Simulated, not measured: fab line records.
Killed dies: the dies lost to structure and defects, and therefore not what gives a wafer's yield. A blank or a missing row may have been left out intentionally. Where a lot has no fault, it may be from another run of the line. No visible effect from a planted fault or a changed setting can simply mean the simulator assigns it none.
fab line records    flow n5_finfet
record: lots: 5  wafers: 14  last_day: 18
route steps=1938 shown BEOL_M9@1407 PASSIVATION@1936
lots that met no fault: from a run of the same line without faults
start_h: the number of hours between the record's first day and the start of the first shown wafer of the lot    wait_h: how many hours have passed since the lot's step before this one    " same as the row above    L1.1+2: a single row standing in for several wafers    - no value, or no start given    * or withheld: withheld    < > ~ a bound
route shown NAME@n: a module of which the file shows steps, and the number in the route of the first    usual: mean/standard deviation taken from wafers without a fault    same: alike in all rows    chamber/n: place in a boat    sites: per-site readings    _std_site: standard deviation across them    _edge_site: inner sites' mean taken away from outer sites' mean    radius_mm: how far each site lies from the wafer's centre    mask NAME#n: copy n    behind: the last tool/chamber to shape the wafer    hold: the reason the lot was held/the length of the hold in hours/how it ended    device: which transistor (n, p or np) failed to switch    end of line: tests of these same wafers at the route's end    a step with no rows: only its recipe    killed: at the first sort, the dies lost to defects and structure; wafer yield is something else    map: the dies of a wafer, with x for killed, . for not killed, _ for no die there
set.NAME: the setting the step ran with; set.NAME@STEP: the setting that earlier step ran with    model.NAME: the simulator's own value behind a step, which no gauge read
a table for each step, a row for each wafer; lots at some steps of the route
services: when a tool's chamber went out of use (start_h, in hours from the record's first day, below 0 if earlier), for how many hours, and the reason
== steps ==
step: N5_BEOL_M9_COAT_60
recipe: resist: SiARC  temp_c: 220  time_s: 60  spin_rpm: 1500  resist_thk_nm: 30
step: N5_BEOL_M9_COAT_05
recipe: resist: CAR-ArF  spin_rpm: 1500  resist_thk_nm: 90
step: N5_BEOL_M9_EBR_07
recipe: solvent: PGMEA  ebr_width_mm: 1.5
step: N5_BEOL_M9_SOFTBAKE_06
recipe: temp_c: 110  time_s: 60  resist: CAR-ArF
step: N5_BEOL_M9_EXPOSE_08
recipe: mask_id: M9  na: 1.35  source_shape: dipole  sigma_inner: 0.411  sigma_outer: 0.611  polarization: te  dose_mj: 53.75
step: N5_BEOL_M9_PEB_09
recipe: peb_temp_c: withheld  peb_time_s: 60  resist: CAR-ArF
step: N5_BEOL_M9_DEVELOP_10
recipe: develop_time_s: 30  developer: TMAH  resist: CAR-ArF  rinse_liquid: diw  dry: air_spin  dev_temp_c: 23
step: N5_BEOL_M9_CD_MEAS_11
recipe: target_cd_nm: 64.1  landing_energy_ev: 500  detector: se_inlens  polarity: opening
usual: cd_nm: 64.2/0.54
lot.wafer  tool       chamber  start_h  wait_h  cd_nm
L699.2     cd_sem-02  0        241.42   -       64.1
L699.5     "          0        "        "       64.2
L699.6     "          0        "        "       65.1
L701.1     cd_sem-02  0        274.02   -       63.2
L701.2     "          0        "        "       64.5
L701.3     "          0        "        "       64.9
L703.2     cd_sem-03  0        278.25   -       63.3
L703.3     "          0        "        "       63.7
L703.6     "          0        "        "       64.0
L711.2     cd_sem-03  0        332.77   -       64.6
L711.6     "          0        "        "       64.7
L712.4     cd_sem-01  0        357.56   -       64.1
L712.5     "          0        "        "       64.2
L712.6     "          0        "        "       64.4
step: N5_BEOL_M9_OVL_MEAS_12
recipe: points_per_wafer: 44
usual: M9_OVL: -0.2/0.79
lot.wafer  tool        chamber  start_h  wait_h  M9_OVL[nm]
L699.2     overlay-02  0        241.45   0.0     -0.4
L699.5     "           0        "        "       -0.4
L699.6     "           0        "        "       -0.8
L701.1     overlay-01  0        274.05   0.0     -1.8
L701.2     "           0        "        "       -0.2
L701.3     "           0        "        "       -1.1
L703.2     overlay-01  0        278.28   0.0     0.3
L703.3     "           0        "        "       -0.2
L703.6     "           0        "        "       0.3
L711.2     overlay-01  0        332.80   0.0     1.4
L711.6     "           0        "        "       -0.1
L712.4     overlay-02  0        357.58   0.0     -0.6
L712.5     "           0        "        "       -1.2
L712.6     "           0        "        "       -0.5
step: N5_BEOL_M9_INSPECT_13
recipe: mode: adi  inspect_instrument: brightfield
usual: raw_defect_count: 375/79
lot.wafer  tool               chamber  start_h  wait_h  raw_defect_count
L699.2     defect_inspect-02  -        241.47   0.0     367
L699.5     "                  -        "        "       458
L699.6     "                  -        "        "       501
L701.1     defect_inspect-02  -        274.07   0.0     404
L701.2     "                  -        "        "       379
L701.3     "                  -        "        "       368
L703.2     defect_inspect-02  -        278.31   0.0     326
L703.3     "                  -        "        "       365
L703.6     "                  -        "        "       281
L711.2     defect_inspect-02  -        332.82   0.0     319
L711.6     "                  -        "        "       317
L712.4     defect_inspect-02  -        357.61   0.0     370
L712.5     "                  -        "        "       455
L712.6     "                  -        "        "       371
step: N5_BEOL_M9_DESCUM_16
recipe: chemistry: O2  time_s: 7.9  source_power_w: 50  bias_power_w: 20  pressure_mtorr: 20  rf_frequency_hz: 2.712e+07  temp_c: 40  resist: CAR-ArF  o2_flow_sccm: 225
usual: drypump_motor_current_A: 5.9/0.5  oes_product_au: 0.78/0.1  rf_vpp_V: 242.9/1.4  showerhead_plenum_p_Torr: 2.08/0.065  throttle_valve_pct: 20.37/0.27
lot.wafer  tool         chamber  start_h  wait_h  drypump_motor_current_A  oes_product_au  rf_hours_counter_h  rf_vpp_V  showerhead_plenum_p_Torr  throttle_valve_pct
L699.2     rie_diel-02  1        241.73   0.3     5.7                      0.70            191                 244.2     2.17                      20.50
L699.5     "            1        "        "       5.7                      0.70            -                   244.2     2.17                      20.50
L699.6     "            2        "        "       5.9                      0.69            -                   242.6     2.06                      20.51
L701.1     rie_diel-05  1        274.19   0.1     5.8                      0.68            231                 240.3     1.97                      20.65
L701.2     "            2        "        "       6.7                      0.98            2                   243.2     2.07                      20.10
L701.3     "            0        "        "       5.9                      0.88            35                  243.7     2.13                      19.97
L703.2     rie_diel-05  3        278.50   0.2     5.2                      0.70            225                 244.1     2.07                      20.50
L703.3     "            1        "        "       5.7                      0.68            233                 241.6     1.97                      20.65
L703.6     "            3        "        "       5.2                      0.71            -                   242.4     2.07                      20.49
L711.2     rie_diel-05  2        332.86   0.0     6.8                      0.90            20                  243.7     2.06                      20.13
L711.6     "            3        "        "       5.2                      0.69            -                   242.8     2.06                      20.53
L712.4     rie_diel-06  2        357.67   0.1     6.7                      0.96            -                   245.2     2.24                      20.45
L712.5     "            0        "        "       6.4                      0.84            -                   242.6     2.12                      20.26
L712.6     "            1        "        "       5.7                      0.73            -                   242.9     2.00                      20.24
step: N5_BEOL_M9_ETCH_61
recipe: chemistry: CF4  target: SiARC  target_depth_a: 390  mask_material: CAR-ArF  time_s: 65  ion_energy_ev: 80  pressure_mtorr: 40  source_w: 545  bias_w: 36  Ar_flow_sccm: 100  cf4_flow_sccm: 100  ends: cleared
usual: drypump_motor_current_A: 5.9/0.5  etch_rf_on_time_s: 65.1/2  oes_product_au: 0.67/0.087  rf_vpp_V: 183.8/1.1  showerhead_plenum_p_Torr: 2.14/0.063  throttle_valve_pct: 15.59/0.27
lot.wafer  tool         chamber  start_h  wait_h  drypump_motor_current_A  etch_rf_on_time_s  oes_product_au  rf_hours_counter_h  rf_vpp_V  showerhead_plenum_p_Torr  throttle_valve_pct
L699.2     rie_diel-02  1        241.77   0.0     5.7                      67.5               0.59            191                 184.4     2.21                      15.66
L699.5     "            1        "        "       5.7                      68.2               0.59            -                   186.9     2.21                      15.67
L699.6     "            2        "        "       5.9                      63.0               0.59            -                   183.4     2.11                      15.77
L701.1     rie_diel-05  1        274.23   0.0     5.7                      68.2               0.58            231                 183.4     2.04                      15.97
L701.2     "            2        "        "       6.7                      64.3               0.82            2                   182.8     2.12                      15.25
L701.3     "            0        "        "       5.9                      64.3               0.75            35                  184.8     2.19                      15.20
L703.2     rie_diel-05  3        278.53   0.0     5.2                      65.1               0.60            225                 184.5     2.13                      15.82
L703.3     "            1        "        "       5.7                      69.5               0.57            233                 183.9     2.04                      15.96
L703.6     "            3        "        "       5.2                      65.0               0.61            -                   183.3     2.13                      15.80
L711.2     rie_diel-05  2        332.89   0.0     6.7                      64.3               0.76            20                  184.0     2.11                      15.28
L711.6     "            3        "        "       5.2                      64.6               0.60            -                   183.3     2.13                      15.84
L712.4     rie_diel-06  2        357.72   0.0     6.7                      62.2               0.82            -                   185.7     2.29                      15.50
L712.5     "            0        "        "       6.5                      64.0               0.71            -                   184.4     2.18                      15.44
L712.6     "            1        "        "       5.8                      67.5               0.61            -                   184.0     2.04                      15.43
step: N5_BEOL_M9_ETCH_62
recipe: chemistry: N2/H2  target: SOC  target_depth_a: 1100  overetch_a: 220  mask_material: SiARC  temp_c: 40  time_s: 165  ion_energy_ev: 200  pressure_mtorr: 30  source_w: 840  bias_w: 150  n2_flow_sccm: 200  h2_flow_sccm: 200
usual: drypump_motor_current_A: 5.9/0.5  oes_product_au: 0.66/0.079  rf_vpp_V: 523.5/2.1  showerhead_plenum_p_Torr: 2.53/0.073  throttle_valve_pct: 17.80/0.29
lot.wafer  tool         chamber  start_h  wait_h  drypump_motor_current_A  oes_product_au  rf_hours_counter_h  rf_vpp_V  showerhead_plenum_p_Torr  throttle_valve_pct  model.SiARC_of_BEOL_M9_COAT_60.thk_nm
L699.2     rie_diel-02  1        241.82   0.0     5.7                      0.60            191                 526.1     2.63                      17.93               23.8
L699.5     "            1        "        "       5.7                      0.59            -                   524.9     2.63                      17.92               23.8
L699.6     "            2        "        "       5.8                      0.58            -                   522.4     2.51                      17.93               23.4
L701.1     rie_diel-05  1        274.28   0.0     5.7                      0.59            231                 521.8     2.42                      18.26               23.8
L701.2     "            2        "        "       6.7                      0.80            2                   521.5     2.52                      17.43               23.6
L701.3     "            0        "        "       6.0                      0.74            35                  524.9     2.59                      17.38               23.4
L703.2     rie_diel-05  3        278.58   0.0     5.2                      0.60            225                 522.9     2.50                      17.93               23.6
L703.3     "            1        "        "       5.7                      0.59            233                 520.6     2.42                      18.26               23.8
L703.6     "            3        "        "       5.2                      0.60            -                   523.2     2.50                      17.93               23.6
L711.2     rie_diel-05  2        332.94   0.0     6.7                      0.73            20                  522.3     2.51                      17.46               22.8
L711.6     "            3        "        "       5.2                      0.59            -                   523.4     2.50                      17.94               23.4
L712.4     rie_diel-06  2        357.81   0.1     6.7                      0.80            -                   529.1     2.71                      17.70               23
L712.5     "            0        "        "       6.4                      0.70            -                   523.9     2.56                      17.70               23.4
L712.6     "            1        "        "       5.8                      0.62            -                   520.7     2.44                      17.73               23.8
step: N5_BEOL_M9_STRIP_68
recipe: chemistry: N2/H2  temp_c: 40  n2_flow_sccm: 200  h2_flow_sccm: 200  rf_frequency_hz: 6e+07
step: N5_BEOL_M9_STRIP_67
recipe: chemistry: CF4  resist: SiARC  power_w: 300  bias_power_w: 75  pressure_mtorr: 50  cf4_flow_sccm: 150  rf_frequency_hz: 6e+07
usual: drypump_motor_current_A: 5.9/0.5  oes_product_au: 0.78/0.092  power_w: 300.0/0.95  rf_vpp_V: 270.9/1.3  showerhead_plenum_p_Torr: 1.79/0.056  throttle_valve_pct: 13.57/0.27
lot.wafer  tool         chamber  start_h  wait_h  drypump_motor_current_A  oes_product_au  power_w  rf_hours_counter_h  rf_vpp_V  showerhead_plenum_p_Torr  throttle_valve_pct
L699.2     rie_diel-02  1        241.97   0.0     5.7                      0.71            300.7    191                 273.5     1.85                      13.67
L699.5     "            1        "        "       5.7                      0.71            300.2    -                   272.2     1.85                      13.68
L699.6     "            2        "        "       5.9                      0.69            299.1    -                   270.6     1.76                      13.78
L701.1     rie_diel-05  1        274.42   0.0     5.7                      0.70            300.1    231                 269.5     1.70                      13.95
L701.2     "            2        "        "       6.7                      0.95            301.1    2                   270.1     1.78                      13.22
L701.3     "            0        "        "       6.0                      0.87            301.1    35                  271.0     1.84                      13.24
L703.2     rie_diel-05  3        278.73   0.0     5.2                      0.71            300.2    225                 270.0     1.78                      13.76
L703.3     "            1        "        "       5.7                      0.70            300.8    233                 268.8     1.70                      13.93
L703.6     "            3        "        "       5.2                      0.72            299.8    -                   269.5     1.78                      13.76
L711.2     rie_diel-05  2        333.09   0.0     6.7                      0.89            300.1    20                  270.7     1.78                      13.25
L711.6     "            3        "        "       5.2                      0.70            299.2    -                   270.9     1.78                      13.81
L712.4     rie_diel-06  2        357.90   0.0     6.7                      0.94            300.2    -                   272.6     1.92                      13.46
L712.5     "            0        "        "       6.4                      0.82            301.3    -                   271.2     1.82                      13.40
L712.6     "            1        "        "       5.8                      0.73            298.9    -                   270.3     1.71                      13.47
step: N5_BEOL_M9_HM_OPEN_17
recipe: chemistry: Cl2/BCl3  target_depth_a: 200  overetch_a: 60  target: TiN  mask_material: SOC  ion_energy_ev: 150  pressure_mtorr: 10  icp_w: 1000  bias_w: 126  Cl2_flow_sccm: 53.25  bcl3_flow_sccm: 21.75  Ar_flow_sccm: 25
usual: drypump_motor_current_A: 5.9/0.64  oes_product_au: 0.69/0.081  throttle_valve_pct: 22.2/0.42
lot.wafer  tool          chamber  start_h  wait_h  drypump_motor_current_A  oes_product_au  rf_hours_counter_h  throttle_valve_pct  model.etch.depth_nm
L699.2     rie_metal-02  0        242.01   0.0     5.3                      0.78            10                  21.8                20.1
L699.5     "             1        "        "       6.7                      0.58            -                   22.5                19.92
L699.6     "             0        "        "       5.3                      0.77            -                   21.8                20.06
L701.1     rie_metal-03  0        274.47   0.0     6.8                      0.74            14                  21.6                20.22
L701.2     "             1        "        "       5.3                      0.80            6                   22.4                19.82
L701.3     "             1        "        "       5.3                      0.79            -                   22.3                19.72
L703.2     rie_metal-01  1        278.77   0.0     5.4                      0.71            25                  22.3                19.95
L703.3     "             0        "        "       5.8                      0.58            -                   22.7                20.13
L703.6     "             1        "        "       5.4                      0.71            -                   22.2                20.27
L711.2     rie_metal-03  1        333.13   0.0     5.3                      0.74            12                  22.4                18.44
L711.6     "             0        "        "       6.7                      0.71            -                   21.6                19.82
L712.4     rie_metal-01  0        357.96   0.1     5.9                      0.55            -                   22.8                19.27
L712.5     "             1        "        "       5.4                      0.69            -                   22.3                19.5
L712.6     "             0        "        "       5.9                      0.56            -                   22.7                19.47
step: N5_BEOL_M9_STRIP_19
recipe: chemistry: O2  power_w: 400  temp_c: 40  pressure_mtorr: 30  rf_frequency_hz: 6e+07  bias_power_w: 0  overash_fraction: 0.2  o2_flow_sccm: 225
usual: drypump_motor_current_A: 6.0/0.52  oes_product_au: 0.78/0.1  rf_vpp_V: 3.7/0.62  showerhead_plenum_p_Torr: 2.08/0.065  throttle_valve_pct: 16.65/0.28
lot.wafer  tool         chamber  start_h  wait_h  drypump_motor_current_A  oes_product_au  rf_hours_counter_h  rf_vpp_V  showerhead_plenum_p_Torr  throttle_valve_pct
L699.2     rie_diel-05  1        242.22   0.2     5.7                      0.68            223                 3.0       1.98                      16.92
L699.5     "            3        "        "       5.2                      0.72            -                   5.0       2.08                      16.77
L699.6     "            0        "        "       6.0                      0.89            -                   4.4       2.14                      16.21
L701.1     rie_diel-06  0        274.58   0.1     6.5                      0.87            60                  3.0       2.14                      16.46
L701.2     "            1        "        "       5.8                      0.76            170                 3.9       2.01                      16.51
L701.3     "            2        "        "       6.7                      0.69            244                 3.4       1.99                      16.97
L703.2     rie_diel-05  2        279.11   0.3     6.7                      0.96            4                   2.8       2.07                      16.30
L703.3     "            0        "        "       5.9                      0.87            37                  3.3       2.13                      16.25
L703.6     "            2        "        "       6.7                      0.96            -                   3.5       2.07                      16.30
L711.2     rie_diel-06  0        333.28   0.1     6.4                      0.85            75                  4.3       2.13                      16.50
L711.6     "            1        "        "       5.8                      0.74            -                   3.3       2.01                      16.53
L712.4     rie_diel-05  0        358.06   0.1     6.0                      0.84            -                   2.8       2.13                      16.27
L712.5     "            1        "        "       5.7                      0.66            -                   4.6       1.97                      17.00
L712.6     "            2        "        "       6.7                      0.90            -                   3.7       2.07                      16.36
step: N5_PASSIVATION_PROBE_49
usual: defect_limited_yield: 91.3/1.4  killed_at_M0_to_M3: 33/11  killed_at_M4_up: 15/6.2  killed_at_contacts: 13/6.5  killed_at_front_end: 38/11  killed_at_other: 3.4/2.6  killed_dies: 102/17  killed_open: 67/12  killed_short: 34/7.9  sort_bin_5_function: 5.1/0.88  sort_bin_6_memory: 3.3/0.65  sort_bin_8_speed: 0.00/0.0099  sort_n_pass: 1078/17  sort_yield_pct: 91.3/1.4
same: gross_dies: 1180  killed_at_back_side: 0  sort_bin_4_leakage[%]: 0
lot.wafer  tool       chamber  start_h  wait_h  defect_limited_yield[%]  killed_at_M0_to_M3  killed_at_M4_up  killed_at_contacts  killed_at_front_end  killed_at_other  killed_dies  killed_open  killed_short  sort_bin_5_function[%]  sort_bin_6_memory[%]  sort_bin_8_speed[%]  sort_n_pass  sort_yield_pct[%]
L703.2     prober-02  -        340.72   0.4     90.0                     49                  6                11                  51                   1                118          76           38            5.7                     3.9                   0                    1062         90.0
L703.3     prober-02  -        340.77   0.4     89.5                     52                  13               1                   56                   2                124          78           44            6.3                     3.6                   0                    1056         89.5
L703.6     prober-02  -        340.92   0.6     90.3                     57                  8                4                   40                   5                114          69           43            5.3                     4.2                   0                    1066         90.3
L712.4     prober-02  -        420.28   0.2     91.3                     32                  15               17                  35                   4                103          59           42            4.7                     3.8                   0                    1077         91.3
L712.5     prober-02  -        420.33   0.2     93.2                     21                  15               13                  28                   3                80           54           26            4.1                     2.5                   0                    1100         93.2
L712.6     prober-02  -        420.38   0.3     90.8                     28                  18               21                  40                   2                109          67           38            5.3                     3.3                   0                    1071         90.8
killed by level:class
L703.2 FIN_SAQP:geometric_particle:short=14 BEOL_M0_SAQP:geometric_particle:open=13 BEOL_M1:geometric_particle:open=11 BEOL_M0_SAQP:geometric_particle:short=10 MOL_CONTACT_COAG:geometric_particle:open=9 FIN_SAQP:geometric_particle:open=8 BEOL_M3:geometric_particle:open=7 STI_FIN_REVEAL:geometric_particle:open=5
L703.3 BEOL_M3:geometric_particle:open=14 FIN_SAQP:geometric_particle:short=12 FIN_SAQP:geometric_particle:open=12 GATE_CUT:geometric_particle:short=9 BEOL_M0_SAQP:geometric_particle:short=9 BEOL_M1:geometric_particle:open=9 STI_FIN_REVEAL:geometric_particle:open=8 BEOL_M0_SAQP:geometric_particle:open=7
L703.6 BEOL_M0_SAQP:geometric_particle:short=20 BEOL_M0_SAQP:geometric_particle:open=15 FIN_SAQP:geometric_particle:short=10 FIN_SAQP:geometric_particle:open=10 BEOL_M3:geometric_particle:open=10 BEOL_M1:geometric_particle:open=8 STI_FIN_REVEAL:geometric_particle:open=7 MOL_CONTACT_COAG:geometric_particle:open=4
L712.4 MOL_CONTACT_COAG:geometric_particle:open=16 FIN_SAQP:geometric_particle:short=13 FIN_SAQP:geometric_particle:open=10 BEOL_M3:geometric_particle:short=8 BEOL_M0_SAQP:geometric_particle:open=4 BEOL_M0_SAQP:geometric_particle:short=4 BEOL_M2:geometric_particle:open=4 BEOL_M4:geometric_particle:open=4
L712.5 MOL_CONTACT_COAG:geometric_particle:open=13 BEOL_M4:geometric_particle:open=8 FIN_SAQP:geometric_particle:short=6 STI_FIN_REVEAL:geometric_particle:open=6 BEOL_M0_SAQP:geometric_particle:short=4 STARTING-WAFER:geometric_particle:short=4 FIN_SAQP:geometric_particle:open=3 STI_FIN_REVEAL:geometric_particle:short=3
L712.6 MOL_CONTACT_COAG:geometric_particle:open=18 FIN_SAQP:geometric_particle:short=13 BEOL_M0_SAQP:geometric_particle:short=8 FIN_SAQP:geometric_particle:open=7 BEOL_M4:geometric_particle:open=7 BEOL_M5:geometric_particle:open=6 BEOL_M0_SAQP:geometric_particle:open=5 STI_FIN_REVEAL:geometric_particle:open=4
== services ==
tool          chamber  start_h  hours  kind
rie_diel-06   1        240.99   8.6    repair
rie_diel-05   2        250.56   -      clean
rie_diel-05   2        250.56   -      consumable_replace:focus_ring
rie_diel-05   2        250.56   17.4   scheduled_down
rie_diel-05   2        250.56   17.4   vent_cycle
rie_metal-03  -        256.46   0.9    repair
rie_metal-03  -        282.04   1.4    pm
rie_metal-02  -        297.88   2.8    pm
rie_diel-02   2        299.96   -      clean
rie_diel-02   2        299.96   -      consumable_replace:focus_ring
rie_diel-02   2        299.96   22.6   scheduled_down
rie_diel-06   2        304.96   -      clean
rie_diel-06   2        304.96   -      consumable_replace:focus_ring
rie_diel-06   2        304.96   -      consumable_replace:showerhead
rie_diel-06   2        304.96   12.3   scheduled_down
rie_diel-06   2        304.96   12.3   vent_cycle
rie_metal-01  -        305.91   15.6   pm
rie_diel-06   1        319.92   6.7    repair
rie_metal-01  -        340.07   2.8    pm
rie_diel-06   3        357.07   4.4    repair
rie_diel-05   3        357.31   -      clean
rie_diel-05   3        357.31   -      consumable_replace:focus_ring
rie_diel-05   3        357.31   14.6   scheduled_down
rie_diel-05   3        357.31   14.6   vent_cycle
== key ==
first_sign none at tools or gauges
model_effect: step: N5_BEOL_M9_ETCH_62  value: SiARC_of_BEOL_M9_COAT_60.thk_nm  without: 23.4  struck: 22.8
model_effect: step: N5_BEOL_M9_HM_OPEN_17  value: etch.depth_nm  without: 19.93  struck: 18.44
met_at N5_BEOL_M9_ETCH_62
struck_wafers L711.2
onset_between 278.58 332.94
fault: kind: process_parameter_drift  tool: rie_diel-05  chamber: -  onset_h: 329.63  steps: N5_BEOL_M9_ETCH_62  channel: time_s  offset: *  shape: step  end_h: 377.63  scope: struck_wafers_only  acts_in: *  stated: *
